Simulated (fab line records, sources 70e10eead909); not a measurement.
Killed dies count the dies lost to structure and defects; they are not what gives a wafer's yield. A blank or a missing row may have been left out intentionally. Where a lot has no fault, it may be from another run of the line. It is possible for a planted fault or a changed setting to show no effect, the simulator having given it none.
A lot that was struck, set against a sound lot :: flow nand harc :: 14 steps out of a route of 1159
Sound: the wafers L425.2, L425.4, L425.5. The struck wafers were L431.2, L431.5, L431.6. At the end, the cause is stated.
Each step with rows lists, per side, the tool, then ch with its chambers, then its first start. Under that, the readings that differ: sound wafers :: struck wafers :: difference of the means :: sigmas: that difference in standard deviations of wafers without a fault.
alike: a reading whose means differ by less than 2 such deviations, as well as words and numbers matching on both sides. not compared: withheld readings; readings where some wafer has no value; bounds like >300 that might hide an equal value; numbers whose values overlap and for which the record gives no deviation.
Wherever a step has rows on one side only, a row that says differs or no value, or a row with sigmas, the two part there. Non-overlapping numbers with no deviation appear without sigmas and do not part them. Lack of a reading on every wafer of one side parts them only where that side has two or more wafers.

NHARC_P_CONTACT_CD_MEAS_19:
  struck on cd sem-03, day 7 14:24; sound on cd sem-02, day 6 13:29
  alike: cd nm
NHARC_P_CONTACT_STRIP_28: strips in O2.
  sound on rie diel-10 ch 2,3, day 6 13:34; struck on rie diel-10 ch 0,1, day 7 14:28
  alike: drypump motor current A, oes product au, rf vpp V, showerhead plenum p Torr, throttle valve pct
  not compared: rf hours counter h
then, 1 step without rows for these wafers: NHARC_P_CONTACT_STRIP_29 (strips in post etch residue remover, time 1200 s).
NHARC_P_CONTACT_DEGAS_38: time 60 s.
  struck on pvd sputter-02, day 7 15:07; sound on pvd sputter-02, day 6 14:14
  alike: heater power w
then, 1 step without rows for these wafers: NHARC_P_CONTACT_PRE_CLEAN_39 (time 19.5 s).
NHARC_P_CONTACT_PVD_32: deposits Ti, target thk 5 nm, time 17.7 s.
  sound on pvd sputter-02; struck on pvd sputter-02
  alike: substrate temp c, throttle valve pct
NHARC_P_CONTACT_ALD_22: deposits TiN, target thk 3 nm, pulse time 1 s, ald cycles 150.
  sound on ald metal-01 ch 0,1, day 6 14:32; struck on ald metal-01 ch 1,2,3, day 7 15:25
  alike: heater power w, precursor pulse height rel
then, 1 step without rows for these wafers: NHARC_P_CONTACT_CVD_23 (deposits W, target thk 200 nm, time 557 s).
NHARC_P_CONTACT_CMP_24: polishes, t overpolish 30 s, target thk 200 nm.
  sound on cmp-01 ch 0,2,3, day 6 15:26; struck on cmp-02 ch 0,2,3, day 7 23:09
  alike: motor current A, overpolish run s, retaining ring pressure frac, time to endpoint s
then, 1 step without rows for these wafers: NHARC_P_CONTACT_SRD_26.
NHARC_P_CONTACT_INSPECT_27:
  struck on defect inspect-02, day 7 23:31; sound on defect inspect-01, day 6 15:48
reading: raw defect count
sound: 287 212 166
struck: 637 696 636
difference: +435
sigmas: +4
NHARC_P_M0_DEP_00: deposits SiOC, target thk 150 nm.
  sound on pecvd-04 ch 0,1,2, day 6 15:58; struck on pecvd-04 ch 0,1,2, day 8 00:20
  alike: rf fwd power W, showerhead vpp V
then, 1 step without rows for these wafers: NHARC_P_M0_DEHYDRATE_01 (time 120 s).
-- break in the record here, with 14 days between the starts of the struck wafers on either side (left off in module P_M0, picked up again in module END, where the first step shown is number 1159 on the route) --
NHARC_END_SORT_01:
  only the struck wafers appear in the record here, on prober-02 ch 0 at day 21 17:34; the sound ones have no rows

== WHERE THEY PART ==
Last at NHARC_END_SORT_01 as far as this record goes, first at NHARC_P_CONTACT_INSPECT_27.

WHY: what the simulator had put in
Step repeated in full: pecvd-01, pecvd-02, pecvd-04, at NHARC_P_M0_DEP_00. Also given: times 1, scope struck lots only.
